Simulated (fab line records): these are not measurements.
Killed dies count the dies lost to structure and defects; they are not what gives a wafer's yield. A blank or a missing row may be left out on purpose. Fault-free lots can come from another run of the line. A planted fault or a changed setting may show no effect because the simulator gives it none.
Which tool did it? -- flow nand_harc -- 12 lots, 36 wafers sampled, at 4 steps of a route of 1302

== WHAT THE GAUGES READ, wafer by wafer ==
NHARC_A_CHANNEL_HOLE_D1_CD_MEAS_30. Usual: 89.5 nm for cd_nm, sd 1.
lot,measured,on,cd_nm (nm),flag
L822,day 9 00:27,cd_sem-01,90.2 88.2 88.9,
L823,day 9 00:49,cd_sem-01,87.9 89.2 89.4,
L824,day 9 14:59,cd_sem-03,88.3 90.6 89.2,
L834,day 13 14:35,cd_sem-02,87.2 91.4 90.1,
L835,day 14 03:31,cd_sem-01,91.2 90.2 91.2,
L837,day 15 07:40,cd_sem-02,90.6 88.0 89.1,
L839,day 15 19:29,cd_sem-01,90.0 91.1 91.2,
L840,day 16 08:29,cd_sem-02,88.1 89.6 89.8,
L841,day 16 18:22,cd_sem-01,89.5 91.1 90.0,
L842,day 17 10:11,cd_sem-01,90.0 89.8 88.5,
L844,day 17 22:21,cd_sem-02,89.2 88.5 87.7,
L845,day 18 06:04,cd_sem-03,89.9 91.0 91.5,

NHARC_A_ONON_D2_THK_MEAS_34: measures by ellipsometry. Usual: 199.5 nm for thk_nm, sd 2.6.
lot,measured,on,thk_nm (nm),flag
L822,day 13 03:44,film_metro-02,199.0 201.4 200.9,
L823,day 13 03:45,film_metro-01,194.8 195.1 198.1,
L824,day 13 21:56,film_metro-02,198.7 203.3 198.8,
L834,day 18 01:11,film_metro-01,163.7 162.0 163.2,OFF
L835,day 18 01:27,film_metro-02,163.6 163.0 161.9,OFF
L837,day 19 04:11,film_metro-01,198.4 202.1 199.3,
L839,day 19 21:58,film_metro-02,198.7 204.4 199.8,
L840,day 20 17:59,film_metro-01,195.2 199.6 202.4,
L841,day 20 22:08,film_metro-02,195.7 199.8 200.4,
L842,day 21 14:55,film_metro-02,195.5 198.3 201.7,
L844,day 22 00:11,film_metro-02,198.8 195.5 201.2,
L845,day 22 07:33,film_metro-01,200.8 196.9 200.5,

== WHAT TOOL EACH LOT RAN ON (gives the tool, then ch and the chambers of the sampled wafers, and finally the start) ==
lot,NHARC_A_CHANNEL_FILL_D1_STRIP_29,NHARC_A_ONON_D2_DEP_33
L822,"rie_diel-04 ch 0,1,3, day 10 20:33","pecvd-04 ch 1,2, day 13 03:23"
L823,"rie_diel-01 ch 1,2, day 13 03:20 or earlier","pecvd-02 ch 1,2, day 13 03:20"
L824,"rie_diel-01 ch 0,2,3, day 13 21:34 or earlier","pecvd-01 ch 0,1,2, day 13 21:34"
L834,"rie_diel-01 ch 0,1,3, day 18 00:46 or earlier","pecvd-04 ch 0,1,2, day 18 00:46"
L835,"rie_diel-01 ch 1,3, day 18 01:02 or earlier","pecvd-04 ch 0,1,2, day 18 01:02"
L837,"rie_diel-04 ch 0,2, day 16 23:37","pecvd-01 ch 1,2, day 19 03:46"
L839,"rie_diel-01 ch 0,3, day 19 21:33 or earlier","pecvd-01 ch 1,2, day 19 21:33"
L840,"rie_diel-01 ch 1,2,3, day 20 17:37 or earlier","pecvd-01 ch 0,1,2, day 20 17:37"
L841,"rie_diel-04 ch 0,2, day 20 21:48 or earlier","pecvd-02 ch 0,2, day 20 21:48"
L842,"rie_diel-04 ch 1,2, day 21 14:29 or earlier","pecvd-02 ch 1,2, day 21 14:29"
L844,"rie_diel-01 ch 0,2,3, day 21 23:46 or earlier","pecvd-02 ch 0,1,2, day 21 23:46"
L845,"rie_diel-04 ch 0,3, day 22 07:08 or earlier","pecvd-02 ch 1,2, day 22 07:08"
- NHARC_A_CHANNEL_FILL_D1_STRIP_29: strips in O2, time 20 s.
- NHARC_A_ONON_D2_DEP_33: deposits SiO2, target thk 200 nm.

== AS READ BY THE TOOLS THEMSELVES (means over the sampled wafers that have a number; for cases with no such wafer, the mark the record gives instead) ==
NHARC_A_CHANNEL_FILL_D1_STRIP_29. Usual: drypump_motor_current_A 5.5 A, standard deviation 0.35; oes_product_au 0.996 a.u., standard deviation 0.0099; rf_vpp_V 57.7 V, standard deviation 0.89; showerhead_plenum_p_Torr 3.51 Torr, standard deviation 0.16; throttle_valve_pct 17.036 %, standard deviation 0.0088.
lot,tool,drypump_motor_current_A (A),oes_product_au (a.u.),rf_vpp_V (V),showerhead_plenum_p_Torr (Torr),throttle_valve_pct (%),flag
L822,rie_diel-04,5.3,1.003,57.8,3.57,17.043,
L823,rie_diel-01,6.0,1.010,58.6,3.60,17.037,
L824,rie_diel-01,5.5,0.995,57.7,3.52,17.048,
L834,rie_diel-01,5.3,0.997,57.3,3.48,17.038,
L835,rie_diel-01,5.5,1.000,57.8,3.45,17.034,
L837,rie_diel-04,5.4,0.990,57.4,3.50,17.047,
L839,rie_diel-01,5.2,0.992,58.0,3.40,17.033,
L840,rie_diel-01,5.7,0.985,57.9,3.48,17.037,
L841,rie_diel-04,5.6,0.993,57.6,3.40,17.037,
L842,rie_diel-04,5.6,0.984,57.2,3.32,17.035,
L844,rie_diel-01,5.5,0.988,57.0,3.51,17.036,
L845,rie_diel-04,5.2,1.002,57.2,3.65,17.030,

NHARC_A_ONON_D2_DEP_33. Usual: heater_power_w 551 W, standard deviation 110; mfc_precursor_sccm 161.4 sccm, standard deviation 0.46; rf_fwd_power_W 898.1 W, standard deviation 3; throttle_valve_pct 15.9 %, standard deviation 0.54.
lot,tool,heater_power_w (W),mfc_precursor_sccm (sccm),rf_fwd_power_W (W),throttle_valve_pct (%),flag
L822,pecvd-04,545,161.3,897.3,15.7,
L823,pecvd-02,657,161.7,899.9,15.8,
L824,pecvd-01,584,161.7,897.2,15.6,
L834,pecvd-04,497,131.5,897.0,15.6,OFF
L835,pecvd-04,505,131.9,898.0,15.6,OFF
L837,pecvd-01,626,161.7,896.0,15.1,
L839,pecvd-01,634,161.6,895.2,15.3,
L840,pecvd-01,618,161.7,898.5,15.4,
L841,pecvd-02,564,161.4,897.2,15.9,
L842,pecvd-02,646,161.6,897.0,16.2,
L844,pecvd-02,581,161.7,897.4,16.0,
L845,pecvd-02,665,161.6,898.0,15.9,

== THE ANSWER, worked out from the rows above alone ==
Rule: a lot counts as off when the mean over its wafers that have a number is more than 3 standard deviations away from the usual mean. Also off: a lot with no number at a reading for which 4 or more lots have one. The other lots that the step has rows for count as sound. Order of review: gauges by route order, followed by the tools' own readings, for which a lot's mean as printed above is used. At the first step where some lot is off, the reading lying furthest off is the one used; lots without a number count as furthest.
Off, at NHARC_A_ONON_D2_THK_MEAS_34 on thk_nm: L834, L835.
A tool fits if, at a process step before that reading, it ran every lot that is off, and no sound lot after the first of them. Not tried: the gauges at NHARC_A_ONON_D2_THK_MEAS_34; whatever is off there is also off at NHARC_A_ONON_D2_DEP_33, on other tools, and gauge error can't account for it. NHARC_A_CHANNEL_FILL_D1_STRIP_29: start missing for some lots; hours and lot order therefore follow NHARC_A_ONON_D2_DEP_33. One candidate fits, namely pecvd-04 at NHARC_A_ONON_D2_DEP_33. A fault onset in the window from L822 (day 13 03:23, its last sound lot) to L834 (day 18 00:46, its first lot off) fits.
The tool's own readings at NHARC_A_ONON_D2_DEP_33 bear it out: on the lots that are off they differ by more than 5 times the standard deviation of the sound lots' means. mfc_precursor_sccm reads 131.7 sccm there against 161.6 sccm on the sound lots.

== WHAT THE SIMULATOR HAD PUT IN ==
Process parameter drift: pecvd-04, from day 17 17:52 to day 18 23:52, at NHARC_A_ONON_D2_DEP_33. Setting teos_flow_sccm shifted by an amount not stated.
Lots struck among those shown: L834, L835. The rule above found the same.
